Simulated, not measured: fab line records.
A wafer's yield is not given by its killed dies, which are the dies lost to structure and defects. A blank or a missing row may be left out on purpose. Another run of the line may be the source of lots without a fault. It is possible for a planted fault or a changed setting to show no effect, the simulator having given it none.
Code-filled problem report in 8D (eight disciplines) form || flow nand harc || the parts of the form that need people (team, actions taken, sign-off) are left out

## 1. WHAT WENT WRONG
At NHARC_A_BONDPAD_ETCH_12, run length s averages 123.8 s over 3 wafers from 2 lots, while fault-free wafers read 131.4 s, standard deviation 0.45. Relative to the usual mean, that is a shift of -17 standard deviations.
The step: etches the open film in CHF3/O2, target depth 220 nm, time 110 s.
Seen first at day 29 07:33 on rie diel-13, wafer L485.3. At this step, 42 wafers from 14 lots have a number in the record. By rule, "out" or "out of limits" means more than 4 standard deviations away from the usual mean. All remaining wafers that have a number are taken as sound.

## 2. WHAT IT IS AND WHAT IT IS NOT
{"question": "which readings at this step", "is": "run length s", "is not": "drypump motor current A, oes product au, rf vpp V, showerhead plenum p Torr, throttle valve pct"}
{"question": "which lots", "is": "L485, L489", "is not": "L471, L473, L474, L475, L477, L478, L479, L480, L481, L482, L493, L494"}
{"question": "which wafers of those lots", "is": "L485.3, L485.5, L489.3", "is not": "L485.6, L489.1, L489.2"}
{"question": "read on which tools", "is": "rie diel-13", "is not": "rie diel-02, rie diel-03"}
{"question": "when", "is": "from day 29 07:33", "is not": "up to then (31 sound wafers); but 8 sound wafers of L489, L493, L494 came after"}

## 3. WHAT RULES OUT EACH SUSPECT
Counting: any tool at a process step up to the reading remains a suspect provided it ran every lot that is out. Sound lots after the first of them don't rule it out here, since some wafers of a struck lot are sound.
- pvd sputter-01 at NHARC_A_M1_PVD_21 (deposits Cu, target thk 30 nm, time 20.49 s): kept. Ran every lot that is out, first one L485 (day 29 07:33); last sound lot up to then L482 (day 28 01:50). Because NHARC_A_M1_PVD_21 lacks a start for some lots, the hours and order of its lots are taken from NHARC_A_BONDPAD_ETCH_12.
- rie diel-13 at NHARC_A_BONDPAD_ETCH_12 (etches the open film in CHF3/O2, target depth 220 nm, time 110 s): kept. Ran every lot that is out, first one L485 (day 29 07:33); last sound lot up to then L482 (day 28 01:50). Its own run length s readings are out on those wafers.
Remaining after the count are pvd sputter-01 at NHARC_A_M1_PVD_21 and rie diel-13 at NHARC_A_BONDPAD_ETCH_12.

## 4. THE CAUSE (what the simulator had put in)
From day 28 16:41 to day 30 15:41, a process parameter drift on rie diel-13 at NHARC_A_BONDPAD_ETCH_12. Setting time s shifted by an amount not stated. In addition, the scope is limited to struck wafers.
2 suspects survive the count, and this tool is in that group.

## 5. THE CHAIN OF EFFECTS, in route order
Each row: a reading where the mean over the struck wafers with a number is more than 3 standard deviations away from the usual. Only readings for which the record gives a usual standard deviation are gone through. hours: the time from each lot's start at the first step in this table that gives one to its start at this step, as a median over the lots. sigmas: the change in usual standard deviations.
{"hours": 0, "step": "NHARC_A_BONDPAD_ETCH_12", "reading": "run length s", "usual": "131.4 s", "on struck wafers": 123.8, "change": -7.6, "sigmas": -17}
It contains these process steps:
- NHARC_A_BONDPAD_ETCH_12: etches the open film in CHF3/O2, target depth 220 nm, time 110 s.

## 6. HOW IT WOULD HAVE BEEN CAUGHT EARLIER
First out-of-limits reading in this record: day 29 07:33, which is 15 hours after fault onset at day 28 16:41.
